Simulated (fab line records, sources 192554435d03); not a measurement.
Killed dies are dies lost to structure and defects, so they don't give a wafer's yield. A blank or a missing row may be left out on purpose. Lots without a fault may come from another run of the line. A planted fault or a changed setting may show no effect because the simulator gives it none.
fab line records | flow n5_finfet
record lots=5 wafers=15 last_day=18
route steps=1938 shown BEOL_M12@1636
lots that met no fault: from a run of the same line without faults
start_h: hours from the record's first day to the start of the lot's first wafer shown | wait_h: hours since the lot's step before | " the same as in the row above | L1.1+2: a row that stands for several wafers | - no value, or no start given | * or withheld: withheld | < > ~ a bound
route shown NAME@n: a module of which the file shows steps, and the number in the route of the first | usual: mean/standard deviation of fault-free wafers | same: alike in all rows | chamber/n: place in a boat | sites: the reading at each site | _std_site: their standard deviation | _edge_site: outer sites' mean less inner sites' | radius_mm: how far each site lies from the wafer's centre | mask NAME#n: copy n | behind: the tool/chamber that last shaped the wafer | hold: why the lot was held/for how many hours/how that ended | device: the transistor (n, p or np) that didn't switch | end of line: the same wafers' tests at the end of the route | a step without rows: its recipe alone | killed: dies lost to structure and defects at the first sort, not the wafer's yield | map: a wafer's dies, x killed, . not, _ none there
set.NAME: the setting as run; set.NAME@STEP: as run at that earlier step | model.NAME: the simulator's own value behind a step, which no gauge read
lots at some steps of the route; a table a step, a row a wafer
services: from which hour (start_h, from the record's first day; less than 0 if before it) a tool's chamber was out of use, for how many hours, and why
## steps
# step N5_BEOL_M12_ETCH_67
# recipe chemistry=CF4 target=SiARC target_depth_a=1430 time_s=238.3 ion_energy_ev=80 pressure_mtorr=40 source_w=545 bias_w=36 Ar_flow_sccm=100 cf4_flow_sccm=100 ends=cleared
# usual drypump_motor_current_A=5.9/0.55 etch_rf_on_time_s=240/7.2 oes_product_au=0.65/0.08 rf_vpp_V=183.8/1 showerhead_plenum_p_Torr=2.13/0.066 throttle_valve_pct=15.66/0.24
# columns lot.wafer tool chamber start_h wait_h drypump_motor_current_A etch_rf_on_time_s oes_product_au rf_hours_counter_h rf_vpp_V showerhead_plenum_p_Torr throttle_valve_pct
L473.1 rie_diel-06 2 262.76 0.0 4.9 252 0.56 237 184.9 2.20 16.10
L473.3 " 1 " " 5.4 244 0.59 217 182.6 2.04 16.04
L473.5 " 2 " " 4.9 254 0.56 - 185.7 2.20 16.10
L475.2 rie_diel-05 1 302.47 0.0 6.6 247 0.62 155 184.3 2.14 15.35
L475.4 " 0 " " 6.4 228 0.67 136 183.0 2.16 15.70
L475.5 " 3 " " 5.5 243 0.68 - 183.9 2.08 15.48
L480.1 rie_diel-05 1 320.57 0.0 6.6 245 0.62 161 183.2 2.14 15.37
L480.3 " 0 " " 6.4 227 0.67 143 183.8 2.15 15.72
L480.6 " 2 " " 6.3 244 0.58 - 182.5 2.12 16.04
L489.2 rie_diel-02 2 364.91 0.0 6.1 244 0.61 177 184.4 2.13 15.72
L489.3 " 1 " " 6.7 234 0.65 146 185.5 2.24 15.48
L489.5 " 1 " " 6.7 235 0.65 - 185.4 2.24 15.48
L488.1 rie_diel-05 1 380.89 0.0 6.6 249 0.60 183 184.0 2.13 15.40
L488.3 " 3 " " 5.4 243 0.65 116 183.1 2.07 15.54
L488.4 " 0 " " 6.4 230 0.66 165 184.3 2.15 15.76
# step N5_BEOL_M12_ETCH_68
# recipe chemistry=N2/H2 target=SOC mask_material=SiARC source_w=3000 bias_w=350 temp_c=40 time_s=285 ion_energy_ev=200 pressure_mtorr=30 n2_flow_sccm=200 h2_flow_sccm=200
# usual drypump_motor_current_A=5.9/0.56 oes_product_au=0.77/0.091 rf_vpp_V=523.4/2.3 showerhead_plenum_p_Torr=2.53/0.081 throttle_valve_pct=17.79/0.3
# columns lot.wafer tool chamber start_h wait_h drypump_motor_current_A oes_product_au rf_hours_counter_h rf_vpp_V showerhead_plenum_p_Torr throttle_valve_pct
L473.1 rie_diel-06 2 262.91 0.1 4.9 0.66 237 527.0 2.61 18.25
L473.3 " 1 " " 5.5 0.69 217 522.7 2.41 18.26
L473.5 " 2 " " 4.9 0.66 - 526.9 2.61 18.25
L475.2 rie_diel-05 1 302.62 0.1 6.7 0.73 155 523.1 2.53 17.43
L475.4 " 0 " " 6.4 0.78 136 523.8 2.55 17.77
L475.5 " 3 " " 5.5 0.80 - 522.1 2.47 17.73
L480.1 rie_diel-05 1 320.72 0.1 6.7 0.74 161 524.4 2.53 17.46
L480.3 " 0 " " 6.4 0.77 143 522.6 2.54 17.75
L480.6 " 2 " " 6.3 0.69 - 522.7 2.52 18.32
L489.2 rie_diel-02 2 365.05 0.1 6.1 0.72 178 524.2 2.54 17.89
L489.3 " 1 " " 6.7 0.75 146 526.8 2.64 17.42
L489.5 " 1 " " 6.7 0.75 - 525.5 2.64 17.40
L488.1 rie_diel-05 1 381.03 0.1 6.7 0.71 183 522.2 2.52 17.50
L488.3 " 3 " " 5.5 0.78 116 520.0 2.46 17.76
L488.4 " 0 " " 6.5 0.75 165 523.9 2.54 17.81
# step N5_BEOL_M12_STRIP_69
# recipe chemistry=N2/H2 temp_c=40 n2_flow_sccm=200 h2_flow_sccm=200 rf_frequency_hz=6e+07
# step N5_BEOL_M12_TRENCH_ETCH_34
# recipe chemistry=C4F8/O2/Ar target=SiOC target_depth_a=3189.5 mask_material=SOC pressure_mtorr=30 source_w=3000 bias_w=700 Ar_flow_sccm=400 C4F8_flow_sccm=15 O2_flow_sccm=8 he_inner_torr=15 he_outer_torr=30 time_s=125.5 ion_energy_ev=250
# usual C4F8_flow_sccm=15.00/0.042 O2_flow_sccm=7.993/0.025 drypump_motor_current_A=5.9/0.56 oes_product_au=0.77/0.091 rf_vpp_V=665.0/3 showerhead_plenum_p_Torr=3.41/0.1 throttle_valve_pct=24.27/0.25
# columns lot.wafer tool chamber start_h wait_h C4F8_flow_sccm O2_flow_sccm drypump_motor_current_A oes_product_au rf_hours_counter_h rf_vpp_V showerhead_plenum_p_Torr throttle_valve_pct
L473.1 rie_diel-06 2 263.09 0.0 15.01 8.001 4.9 0.66 237 668.4 3.52 24.74
L473.3 " 1 " " 14.97 7.994 5.5 0.68 217 660.3 3.25 24.64
L473.5 " 2 " " 15.06 8.002 4.9 0.67 - 668.0 3.52 24.75
L475.2 rie_diel-05 1 302.80 0.0 14.99 8.032 6.7 0.73 155 665.4 3.44 23.98
L475.4 " 0 " " 15.03 7.968 6.4 0.79 136 664.8 3.45 24.35
L475.5 " 3 " " 14.98 8.009 5.5 0.80 - 663.4 3.33 24.19
L480.1 rie_diel-05 1 320.90 0.0 14.97 7.995 6.7 0.73 162 664.9 3.44 24.00
L480.3 " 0 " " 14.98 7.997 6.4 0.77 144 665.5 3.44 24.34
L480.6 " 2 " " 15.04 8.036 6.2 0.69 - 664.1 3.39 24.67
L489.2 rie_diel-02 2 365.24 0.0 14.95 8.001 6.1 0.73 178 665.7 3.39 24.22
L489.3 " 1 " " 14.95 8.012 6.7 0.76 146 667.9 3.57 24.04
L489.5 " 1 " " 14.96 8.015 6.8 0.76 - 667.7 3.57 24.06
L488.1 rie_diel-05 1 381.22 0.0 14.98 8.029 6.7 0.70 183 666.5 3.43 24.02
L488.3 " 3 " " 14.98 7.996 5.4 0.78 116 662.0 3.32 24.23
L488.4 " 0 " " 15.00 8.007 6.4 0.76 165 665.1 3.43 24.36
# step N5_BEOL_M12_STRIP_70
# recipe chemistry=C4F8/O2/Ar resist=SiARC rf_frequency_hz=6e+07
# step N5_BEOL_M12_OCD_MEAS_35
# usual trench_depth_nm=317/6
# columns lot.wafer tool chamber start_h wait_h trench_depth_nm
L473.1 ocd-01 - 263.24 0.0 312
L473.3 " - " " 313
L473.5 " - " " 312
L475.2 ocd-02 - 302.96 0.0 312
L475.4 " - " " 322
L475.5 " - " " 314
L480.1 ocd-01 - 321.06 0.0 312
L480.3 " - " " 319
L480.6 " - " " 313
L489.2 ocd-02 - 365.39 0.0 319
L489.3 " - " " 324
L489.5 " - " " 324
L488.1 ocd-01 - 381.37 0.0 307
L488.3 " - " " 316
L488.4 " - " " 316
# step N5_BEOL_M12_STRIP_37
# recipe chemistry=N2/H2 power_w=1000 temp_c=250 h2_frac=0.65 overash_fraction=0.3 pressure_mtorr=withheld n2_flow_sccm=1750 h2_flow_sccm=3250
# step N5_BEOL_M12_ETCH_38
# recipe chemistry=CF4/N2 target=SiCN target_depth_a=687 taper_deg=2 time_s=73.4 ion_energy_ev=150 mask_material=SiO2 pressure_mtorr=40 source_w=430 bias_w=70 Ar_flow_sccm=100 cf4_flow_sccm=60 n2_flow_sccm=60
# step N5_BEOL_M12_PRECLEAN_39
# recipe chemistry=residue_remover time_s=60 temp_c=40
# step N5_BEOL_M12_SRD_40
# recipe time_s=30 temp_c=23 rinse_liquid=diw dry=n2_spin spin_rpm=1500 dry_time_s=30
# step N5_BEOL_M12_DEGAS_41
# recipe ambient=vacuum temp_c=250 time_s=60
# step N5_BEOL_M12_PRE_CLEAN_42
# recipe gas=H2/He time_s=30 temp_c=250
# step N5_BEOL_M12_SPUTTER_43
# recipe material=TaN target_thk_a=150 temp_c=50 bias_v=168.6 power_w=15000 chamber_pressure_pa=0.12 time_s=24.19
# usual throttle_valve_pct=30.2/0.99
# columns lot.wafer tool chamber start_h wait_h throttle_valve_pct model.TaN_of_BEOL_M12_SPUTTER_43.thk_nm
L473.1 pvd_sputter-01 - 267.52 0.0 32.1 15
L473.3 " - " " 29.9 15.4
L473.5 " - " " 31.7 14.8
L475.2 pvd_sputter-03 - 304.17 0.0 28.6 14.8
L475.4 " - " " 30.0 14.8
L475.5 " - " " 28.7 15
L480.1 pvd_sputter-01 - 323.08 0.0 30.0 24
L480.3 " - " " 29.6 15
L480.6 " - " " 30.3 24
L489.2 pvd_sputter-03 - 367.02 0.0 30.3 14.6
L489.3 " - " " 30.2 14.8
L489.5 " - " " 31.5 15
L488.1 pvd_sputter-02 - 382.61 0.0 28.4 15.4
L488.3 " - " " 29.9 15.4
L488.4 " - " " 31.7 15.6
# step N5_BEOL_M12_SPUTTER_44
# recipe material=Ta target_thk_a=100 temp_c=50 bias_v=80 power_w=15000 chamber_pressure_pa=0.07 time_s=16.13
# usual throttle_valve_pct=30.2/0.99
# columns lot.wafer tool chamber start_h wait_h throttle_valve_pct
L473.1 pvd_sputter-01 - 267.60 0.0 31.8
L473.3 " - " " 30.1
L473.5 " - " " 32.1
L475.2 pvd_sputter-03 - 304.25 0.0 28.8
L475.4 " - " " 30.2
L475.5 " - " " 28.5
L480.1 pvd_sputter-01 - 323.16 0.0 30.0
L480.3 " - " " 29.7
L480.6 " - " " 30.2
L489.2 pvd_sputter-03 - 367.10 0.0 30.1
L489.3 " - " " 29.9
L489.5 " - " " 31.3
L488.1 pvd_sputter-02 - 382.69 0.0 28.6
L488.3 " - " " 30.1
L488.4 " - " " 31.3
# step N5_BEOL_M12_SPUTTER_45
# recipe material=Cu target_thk_a=800 temp_c=-20 bias_v=60 power_w=26000 chamber_pressure_pa=0.13 time_s=13.33
# usual throttle_valve_pct=30.2/0.98
# columns lot.wafer tool chamber start_h wait_h throttle_valve_pct
L473.1 pvd_sputter-01 - 267.68 0.0 31.8
L473.3 " - " " 30.0
L473.5 " - " " 31.7
L475.2 pvd_sputter-03 - 304.33 0.0 28.9
L475.4 " - " " 29.9
L475.5 " - " " 28.6
L480.1 pvd_sputter-01 - 323.24 0.0 30.1
L480.3 " - " " 29.8
L480.6 " - " " 30.3
L489.2 pvd_sputter-03 - 367.18 0.0 30.3
L489.3 " - " " 30.2
L489.5 " - " " 31.2
L488.1 pvd_sputter-02 - 382.77 0.0 28.5
L488.3 " - " " 30.2
L488.4 " - " " 31.6
# step N5_BEOL_M12_ECD_47
# recipe material=Cu target_thk_a=7200
# step N5_BEOL_M12_ANNEAL_48
# recipe temp_c=225 time_s=90 ambient=N2
# step N5_BEOL_M12_CMP_49
# recipe stop_on=SiOC t_overpolish_s=20.6 down_force_psi=1 platen_rpm=50 clearing_platen_down_force_psi=1.5 clearing_platen_rpm=50 post_cmp_clean=cu_alkaline target_thk_nm=320 clearing_platen_pad_velocity_m_s=0.99484 pad_velocity_m_s=0.99484
# usual barrier_field_endpoint_s=30.5/0.71 motor_current_A=5.4/0.66 slurry_flow_ml_min=150.0/0.47
# columns lot.wafer tool chamber start_h wait_h barrier_field_endpoint_s motor_current_A slurry_flow_ml_min
L473.3 cmp-02 0 268.24 0.2 31.1 6.4 150.0
L473.1 " 2 " " 31.6 4.6 150.1
L473.5 " 0 " " 31.5 6.3 149.8
L475.4 cmp-03 3 304.93 0.2 30.4 6.3 150.2
L475.2 " 0 " " 31.5 5.2 149.6
L475.5 " 2 " " 30.3 5.4 150.8
L480.3 cmp-03 2 323.87 0.2 31.1 5.4 150.4
L480.1 " 3 " " 39.9 6.4 150.1
L480.6 " 0 " " 42.1 5.1 150.0
L489.3 cmp-03 1 367.74 0.2 30.2 5.3 149.4
L489.2 " 2 " " 29.2 5.5 150.7
L489.5 " 1 " " 30.5 5.0 150.1
L488.4 cmp-04 3 383.42 0.1 31.5 5.9 150.6
L488.3 " 1 " " 30.7 6.3 149.6
L488.1 " 2 " " 31.1 5.4 149.6
# step N5_BEOL_M12_THK_MEAS_50
# recipe thk_meas_gauge=xrf reads=Cu_of_BEOL_M12_ECD_47
# usual M12_THK=322/6.8
# columns lot.wafer tool chamber start_h wait_h M12_THK[nm]
L473.1 film_metro-02 - 268.53 - 316
L473.3 " - " " 316
L473.5 " - " " 315
L475.2 film_metro-01 - 305.18 - 315
L475.4 " - " " 324
L475.5 " - " " 316
L480.1 film_metro-01 - 324.09 - 307
L480.3 " - " " 326
L480.6 " - " " 310
L489.2 film_metro-01 - 368.04 - 321
L489.3 " - " " 327
L489.5 " - " " 328
L488.1 film_metro-01 - 383.71 - 311
L488.3 " - " " 320
L488.4 " - " " 318
## services
# columns tool chamber start_h hours kind
rie_diel-05 - 260.09 1.4 repair
cmp-02 - 270.49 3.3 repair
cmp-02 - 281.52 4.0 pm
rie_diel-06 0 287.51 - clean
rie_diel-06 0 287.51 - consumable_replace:focus_ring
rie_diel-06 0 287.51 - consumable_replace:showerhead
rie_diel-06 0 287.51 16.2 scheduled_down
rie_diel-06 0 287.51 16.2 vent_cycle
rie_diel-02 0 294.09 10.7 repair
rie_diel-06 2 303.85 - clean
rie_diel-06 2 303.85 - consumable_replace:focus_ring
rie_diel-06 2 303.85 30.6 scheduled_down
rie_diel-06 2 303.85 30.6 vent_cycle
rie_diel-06 1 306.01 2.9 repair
rie_diel-02 3 315.16 - clean
rie_diel-02 3 315.16 - consumable_replace:focus_ring
rie_diel-02 3 315.16 17.9 scheduled_down
cmp-04 - 339.29 33.9 repair
rie_diel-05 2 344.72 - clean
rie_diel-05 2 344.72 - consumable_replace:focus_ring
rie_diel-05 2 344.72 15.0 scheduled_down
rie_diel-05 2 344.72 15.0 vent_cycle
cmp-03 - 356.08 2.3 repair
cmp-04 - 375.51 4.0 pm
## key
first_sign step=N5_BEOL_M12_CMP_49 reading=barrier_field_endpoint_s direction=up sigmas=15 usual=30.5 struck=41.0
effect none on later readings
model_effect step=N5_BEOL_M12_SPUTTER_43 value=TaN_of_BEOL_M12_SPUTTER_43.thk_nm without=15.2 struck=24
met_at N5_BEOL_M12_SPUTTER_43
struck_wafers L480.1,L480.6
onset_between 267.52 323.08
fault kind=process_parameter_drift tool=pvd_sputter-01 chamber=- onset_h=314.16 steps=N5_BEOL_M12_SPUTTER_43 channel=time_s offset=* shape=step end_h=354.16 scope=struck_wafers_only acts_in=* stated=*
